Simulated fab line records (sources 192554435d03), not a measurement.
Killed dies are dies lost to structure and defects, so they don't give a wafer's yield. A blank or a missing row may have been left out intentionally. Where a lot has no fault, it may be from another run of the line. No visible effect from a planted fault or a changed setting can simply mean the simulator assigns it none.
What tool caused it? + flow n5Finfet + 27 wafers from 9 lots sampled at 5 of the route's 1938 steps

WHAT EACH GAUGE READ, for each wafer
N5_BEOL_M4_RC_MEAS_101. Usual: DIBL_N 36.2 mV/V, standard deviation 1.5; DIBL_P 36.2 mV/V, standard deviation 1.7; IOFF_N 0.155 nA/um, standard deviation 0.021; IOFF_P 0.216 nA/um, standard deviation 0.026; ION_N 674 uA/um, standard deviation 11; ION_P 464 uA/um, standard deviation 6.8; SS_N 71.5 mV/dec, standard deviation 0.56; SS_P 73.3 mV/dec, standard deviation 0.6; VT_N 250.2 mV, standard deviation 2.6; VT_P -249.3 mV, standard deviation 2.5.
| lot  | measured     | on        | DIBL_N (mV/V)  | DIBL_P (mV/V)  | IOFF_N (nA/um)    | IOFF_P (nA/um)    | ION_N (uA/um) | ION_P (uA/um) | SS_N (mV/dec)  | SS_P (mV/dec)  | VT_N (mV)         | VT_P (mV)            | flag |
|------|--------------|-----------|----------------|----------------|-------------------|-------------------|---------------|---------------|----------------|----------------|-------------------|----------------------|------|
| L442 | day 8 10:38  | prober-01 | 36.1 33.8 35.9 | 36.1 33.9 36.0 | 0.164 0.140 0.167 | 0.235 0.190 0.228 | 669 677 660   | 464 470 462   | 71.8 71.4 72.2 | 73.6 72.2 74.4 | 247.7 251.1 247.7 | -247.4 -251.2 -248.1 |      |
| L443 | day 8 10:31  | prober-02 | 35.8 33.5 35.1 | 34.8 32.8 34.3 | 0.133 0.108 0.125 | 0.179 0.158 0.183 | 674 656 656   | 456 457 458   | 71.3 70.9 70.8 | 73.2 72.7 72.8 | 250.0 252.9 252.4 | -252.9 -253.1 -253.5 |      |
| L444 | day 8 23:38  | prober-01 | 37.9 37.4 38.8 | 35.0 34.1 36.2 | 0.143 0.141 0.162 | 0.214 0.199 0.236 | 660 654 656   | 455 451 458   | 71.5 71.2 71.5 | 74.1 73.2 74.1 | 253.3 253.1 249.7 | -249.4 -248.9 -248.5 |      |
| L447 | day 9 10:37  | prober-02 | 38.5 37.1 36.1 | 38.2 37.8 36.3 | 0.196 0.172 0.163 | 0.274 0.262 0.241 | 668 672 688   | 458 471 472   | 72.3 72.3 71.6 | 73.6 74.3 74.4 | 248.9 248.0 246.4 | -246.0 -247.3 -247.0 |      |
| L448 | day 9 18:01  | prober-02 | 35.4 37.4 36.1 | 36.7 39.0 38.2 | 0.134 0.172 0.152 | 0.196 0.235 0.226 | 662 674 676   | 460 463 469   | 72.2 71.9 71.8 | 73.0 73.5 73.3 | 256.6 252.4 253.1 | -255.0 -251.5 -250.8 |      |
| L457 | day 12 07:09 | prober-01 | 35.3 35.6 37.2 | 35.2 36.4 37.6 | 0.145 0.159 0.184 | 0.212 0.239 0.257 | 668 680 686   | 471 476 473   | 70.9 71.2 72.1 | 73.3 73.7 73.9 | 250.6 248.2 248.1 | -246.6 -248.1 -246.3 |      |
| L458 | day 12 11:24 | prober-02 | 35.6 33.3 33.7 | 35.1 32.7 32.5 | 0.142 0.114 0.117 | 0.207 0.181 0.172 | 659 660 648   | 455 466 452   | 71.8 70.9 70.8 | 73.5 72.4 73.6 | 252.9 251.8 254.7 | -249.4 -251.1 -251.4 |      |
| L460 | day 12 22:53 | prober-02 | 39.7 38.4 36.9 | 38.9 37.6 35.6 | 0.181 0.163 0.139 | 0.247 0.224 0.201 | 675 681 684   | 457 466 471   | 72.4 71.9 72.0 | 74.0 72.7 72.5 | 249.7 249.6 251.3 | -246.9 -248.6 -249.3 |      |
| L461 | day 13 15:43 | prober-01 | 38.5 37.8 38.0 | 37.4 36.8 36.3 | 0.169 0.157 0.160 | 0.240 0.241 0.234 | 682 660 666   | 472 463 460   | 71.6 72.0 71.7 | 74.0 74.0 73.9 | 249.8 250.4 249.1 | -248.0 -248.8 -248.1 |      |

EACH LOT AND THE TOOL THAT RAN IT (in order: tool; ch and the chambers of the sampled wafers; start)
| lot  | N5_DUMMY_GATE_ETCH_36            | N5_DUMMY_GATE_ETCH_32          | N5_SD_EPI_N_COAT_03             | N5_SD_EPI_N_DESCUM_14            |
|------|----------------------------------|--------------------------------|---------------------------------|----------------------------------|
| L442 | rieDiel-06 ch 1,2,3, day 3 11:25 | rieSi-01 ch 2,3, day 3 11:58   | lithoTrack-03 ch 0, day 3 13:17 | rieDiel-05 ch 0,2,3, day 3 13:41 |
| L443 | rieDiel-03 ch 0,1,2, day 3 18:52 | rieSi-02 ch 0,1,2, day 3 19:25 | lithoTrack-02 ch 0, day 3 20:32 | rieDiel-02 ch 0,3, day 3 20:59   |
| L444 | rieDiel-06 ch 0,1,2, day 3 21:26 | rieSi-03 ch 1,3, day 3 22:17   | lithoTrack-03 ch 0, day 3 23:55 | rieDiel-02 ch 1,2,3, day 4 00:23 |
| L447 | rieDiel-06 ch 0,1,3, day 4 16:11 | rieSi-02 ch 2,3, day 4 16:44   | lithoTrack-03 ch 0, day 4 18:29 | rieDiel-05 ch 1,2, day 4 19:09   |
| L448 | rieDiel-01 ch 1,3, day 5 01:09   | rieSi-01 ch 0,3, day 5 01:43   | lithoTrack-03 ch 0, day 5 03:19 | rieDiel-05 ch 0,1,2, day 5 03:46 |
| L457 | rieDiel-03 ch 0,2,3, day 7 06:55 | rieSi-03 ch 2,3, day 7 07:46   | lithoTrack-02 ch 0, day 7 08:56 | rieDiel-04 ch 0,1,2, day 7 09:15 |
| L458 | rieDiel-03 ch 0,3, day 7 09:58   | rieSi-02 ch 0,1, day 7 10:31   | lithoTrack-02 ch 0, day 7 11:42 | rieDiel-05 ch 0,1,3, day 7 12:02 |
| L460 | rieDiel-06 ch 1,2,3, day 7 22:10 | rieSi-02 ch 1,2,3, day 7 22:44 | lithoTrack-02 ch 0, day 7 23:51 | rieDiel-04 ch 1,2,3, day 8 00:10 |
| L461 | rieDiel-01 ch 0,3, day 8 04:11   | rieSi-01 ch 0,1,3, day 8 04:46 | lithoTrack-03 ch 0, day 8 05:53 | rieDiel-05 ch 0,1, day 8 06:22   |
- N5_DUMMY_GATE_ETCH_36: etches SiARC in CF4, target depth 13 nm.
- N5_DUMMY_GATE_ETCH_32: etches SiO2 in CF4, target depth 3.5 nm, time 3.9 s.
- N5_SD_EPI_N_COAT_03: resist thk 150 nm.
- N5_SD_EPI_N_DESCUM_14: chemistry O2, time 7.9 s.

AS READ BY THE TOOLS THEMSELVES (means over the sampled wafers that have a number; for cases with no such wafer, the mark the record gives instead)
N5_DUMMY_GATE_ETCH_36. Usual: drypumpMotorCurrentA 5.8 A, standard deviation 0.51; oesProductAu 0.81 a.u., standard deviation 0.1; rfVppV 184.7 V, standard deviation 1.2; showerheadPlenumPTorr 2.19 Torr, standard deviation 0.068; throttleValvePct 15.53 %, standard deviation 0.29.
| lot  | tool       | drypumpMotorCurrentA (A) | oesProductAu (a.u.) | rfVppV (V) | showerheadPlenumPTorr (Torr) | throttleValvePct (%) | flag |
|------|------------|--------------------------|---------------------|------------|------------------------------|----------------------|------|
| L442 | rieDiel-06 | 6.2                      | 0.71                | 184.0      | 2.15                         | 15.75                |      |
| L443 | rieDiel-03 | 5.7                      | 0.76                | 185.3      | 2.23                         | 15.50                |      |
| L444 | rieDiel-06 | 5.8                      | 0.80                | 183.9      | 2.17                         | 15.69                |      |
| L447 | rieDiel-06 | 5.7                      | 0.77                | 184.7      | 2.22                         | 15.51                |      |
| L448 | rieDiel-01 | 5.2                      | 0.93                | 184.9      | 2.22                         | 15.37                |      |
| L457 | rieDiel-03 | 5.6                      | 0.80                | 184.9      | 2.21                         | 15.46                |      |
| L458 | rieDiel-03 | 5.4                      | 0.80                | 185.5      | 2.21                         | 15.34                |      |
| L460 | rieDiel-06 | 6.2                      | 0.86                | 184.7      | 2.14                         | 15.46                |      |
| L461 | rieDiel-01 | 6.0                      | 0.82                | 183.5      | 2.13                         | 15.44                |      |

N5_DUMMY_GATE_ETCH_32. Usual: drypumpMotorCurrentA 5.7 A, standard deviation 0.5; oesProductAu 1.004 a.u., standard deviation 0.0091; throttleValvePct 21.82 %, standard deviation 0.18.
| lot  | tool     | drypumpMotorCurrentA (A) | oesProductAu (a.u.) | throttleValvePct (%) | flag |
|------|----------|--------------------------|---------------------|----------------------|------|
| L442 | rieSi-01 | 5.5                      | 0.994               | 21.97                |      |
| L443 | rieSi-02 | 6.3                      | 1.008               | 21.87                |      |
| L444 | rieSi-03 | 5.4                      | 1.001               | 21.76                |      |
| L447 | rieSi-02 | 5.9                      | 0.996               | 21.76                |      |
| L448 | rieSi-01 | 5.3                      | 0.999               | 22.02                |      |
| L457 | rieSi-03 | 6.2                      | 1.008               | 21.78                |      |
| L458 | rieSi-02 | 6.3                      | 1.006               | 21.94                |      |
| L460 | rieSi-02 | 6.2                      | 1.006               | 21.85                |      |
| L461 | rieSi-01 | 5.4                      | 0.998               | 21.95                |      |

N5_SD_EPI_N_COAT_03. Usual: spinSpeedRpm 1499.9 rpm, standard deviation 0.81.
| lot  | tool          | spinSpeedRpm (rpm) | flag |
|------|---------------|--------------------|------|
| L442 | lithoTrack-03 | 1499.7             |      |
| L443 | lithoTrack-02 | 1500.1             |      |
| L444 | lithoTrack-03 | 1500.1             |      |
| L447 | lithoTrack-03 | 1759.0             | OFF  |
| L448 | lithoTrack-03 | 1758.4             | OFF  |
| L457 | lithoTrack-02 | 1500.2             |      |
| L458 | lithoTrack-02 | 1500.4             |      |
| L460 | lithoTrack-02 | 1500.1             |      |
| L461 | lithoTrack-03 | 1499.7             |      |

N5_SD_EPI_N_DESCUM_14. Usual: drypumpMotorCurrentA 5.7 A, standard deviation 0.46; oesProductAu 0.82 a.u., standard deviation 0.093; rfVppV 243.2 V, standard deviation 1.6; showerheadPlenumPTorr 2.09 Torr, standard deviation 0.077; throttleValvePct 20.35 %, standard deviation 0.2.
| lot  | tool       | drypumpMotorCurrentA (A) | oesProductAu (a.u.) | rfVppV (V) | showerheadPlenumPTorr (Torr) | throttleValvePct (%) | flag |
|------|------------|--------------------------|---------------------|------------|------------------------------|----------------------|------|
| L442 | rieDiel-05 | 5.7                      | 0.74                | 242.9      | 2.11                         | 20.60                |      |
| L443 | rieDiel-02 | 6.3                      | 0.76                | 242.5      | 2.04                         | 20.22                |      |
| L444 | rieDiel-02 | 5.6                      | 0.88                | 243.5      | 2.12                         | 20.38                |      |
| L447 | rieDiel-05 | 5.9                      | 0.83                | 243.7      | 2.12                         | 20.17                |      |
| L448 | rieDiel-05 | 5.8                      | 0.79                | 243.6      | 2.13                         | 20.31                |      |
| L457 | rieDiel-04 | 5.6                      | 0.81                | 243.2      | 2.05                         | 20.35                |      |
| L458 | rieDiel-05 | 5.8                      | 0.85                | 243.2      | 2.12                         | 20.32                |      |
| L460 | rieDiel-04 | 5.6                      | 0.86                | 243.8      | 2.10                         | 20.34                |      |
| L461 | rieDiel-05 | 5.9                      | 0.82                | 243.5      | 2.15                         | 20.16                |      |

THE ANSWER, worked out from the rows above alone
Rule: lot off if the mean of its wafers having a number is beyond 3 standard deviations from the usual mean. Also off: a lot with no number at a reading for which 4 or more lots have one. Any other lot the step has rows for is counted as sound. First the gauges in route order, then the tools' own readings, where a lot's mean is used as printed above. The first step at which some lot is off is used, and at that step the reading that is off furthest; a lot without a number counts as furthest.
Off at N5_SD_EPI_N_COAT_03 (spinSpeedRpm): L447, L448.
If a tool, at that step or one of the process steps before it, ran each lot that is off and ran no sound lot following the first of them, it fits. Of those tried, none fits.

WHAT WAS PUT IN BY THE SIMULATOR
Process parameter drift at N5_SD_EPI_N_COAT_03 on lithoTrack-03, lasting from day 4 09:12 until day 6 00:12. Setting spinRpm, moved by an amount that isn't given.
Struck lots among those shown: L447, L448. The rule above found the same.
